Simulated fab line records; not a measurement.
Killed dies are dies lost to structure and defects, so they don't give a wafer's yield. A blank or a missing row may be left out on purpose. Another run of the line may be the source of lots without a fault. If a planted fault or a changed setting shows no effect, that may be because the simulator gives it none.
Which tool did it? | flow n5 finfet | 36 wafers from 12 lots sampled at 4 of the route's 1938 steps

WHAT THE GAUGES READ, wafer by wafer
N5_BEOL_M6_OVL_MEAS_29.
lot  | measured     | on         | V5_OVL (nm)
L075 | day 8 23:49  | overlay-01 | -0.6 0.1 -0.2
L077 | day 9 15:05  | overlay-02 | -0.8 -0.6 0.0
L080 | day 10 04:35 | overlay-01 | 0.3 -0.8 1.3
L079 | day 10 14:17 | overlay-02 | -0.2 -0.2 -0.4
L082 | day 11 06:47 | overlay-02 | -0.3 -0.2 0.0
L085 | day 11 21:54 | overlay-02 | 0.2 -0.4 -1.0
L087 | day 12 09:26 | overlay-02 | 0.3 1.4 -0.1
L089 | day 12 15:19 | overlay-01 | 0.3 -1.1 0.3
L091 | day 13 01:25 | overlay-01 | -1.0 0.6 0.6
L094 | day 13 17:50 | overlay-01 | -0.5 0.6 0.2
L095 | day 14 10:27 | overlay-02 | -0.3 -0.7 -0.7
L097 | day 15 00:17 | overlay-02 | -0.8 -1.4 -0.7

WHAT TOOL EACH LOT RAN ON (gives the tool, then ch and the chambers of the sampled wafers, and finally the start)
lot  | N5_BEOL_M5_ETCH_67                 | N5_BEOL_M5_ETCH_68                 | N5_BEOL_M5_SPUTTER_83
L075 | rie diel-06 ch 0,1,3, day 8 09:32  | rie diel-06 ch 0,1,3, day 8 09:34  | pvd sputter-01, day 8 14:44
L077 | rie diel-04 ch 0,1,3, day 9 03:04  | rie diel-04 ch 0,1,3, day 9 03:06  | pvd sputter-01, day 9 07:13
L080 | rie diel-06 ch 2,3, day 9 15:25    | rie diel-06 ch 2,3, day 9 15:26    | pvd sputter-02, day 9 19:37
L079 | rie diel-06 ch 0,2,3, day 10 01:59 | rie diel-06 ch 0,2,3, day 10 02:01 | pvd sputter-01, day 10 05:49
L082 | rie diel-01 ch 2,3, day 10 19:51   | rie diel-01 ch 2,3, day 10 19:53   | pvd sputter-03, day 10 23:33
L085 | rie diel-04 ch 2,3, day 11 07:30   | rie diel-04 ch 2,3, day 11 07:32   | pvd sputter-02, day 11 11:29
L087 | rie diel-01 ch 0,1,3, day 11 19:01 | rie diel-01 ch 0,1,3, day 11 19:02 | pvd sputter-01, day 11 23:18
L089 | rie diel-06 ch 2,3, day 12 02:11   | rie diel-06 ch 2,3, day 12 02:13   | pvd sputter-03, day 12 08:02
L091 | rie diel-01 ch 1,2, day 12 13:37   | rie diel-01 ch 1,2, day 12 13:38   | pvd sputter-03, day 12 17:49
L094 | rie diel-06 ch 2,3, day 13 08:30   | rie diel-06 ch 2,3, day 13 08:32   | pvd sputter-01, day 13 12:23
L095 | rie diel-04 ch 1,2,3, day 13 22:02 | rie diel-04 ch 1,2,3, day 13 22:04 | pvd sputter-02, day 14 03:09
L097 | rie diel-04 ch 0,2, day 14 13:23   | rie diel-04 ch 0,2, day 14 13:24   | pvd sputter-03, day 14 17:35
- N5_BEOL_M5_ETCH_67: etches SiARC in CF4, target depth 15.6 nm, time 26 s.
- N5_BEOL_M5_ETCH_68: etches SOC in N2/H2, target depth 80 nm, overetch 16 nm, time 120 s.
- N5_BEOL_M5_SPUTTER_83: material Cu, target thk 15 nm, time 27.62 s.

THE ANSWER, worked out from the rows above alone
Rule: the usual values come from the lots themselves. Put in order of their means at a reading, lots are off if they are a third of the lots or fewer, leave a main group of 4 or more, and stand apart from it by a gap of 3 or more times the standard deviation of the main group's means; of several such gaps the widest counts. A main group is skipped when, at the precision printed for the reading in the tables above, its means are all equal. A lot without any number at a reading at which 4 lots or more have one is off too. All remaining lots with rows at the step are treated as sound.
Nothing can be told from this: no lot is off at any reading shown.

WHAT THE SIMULATOR HAD INSERTED
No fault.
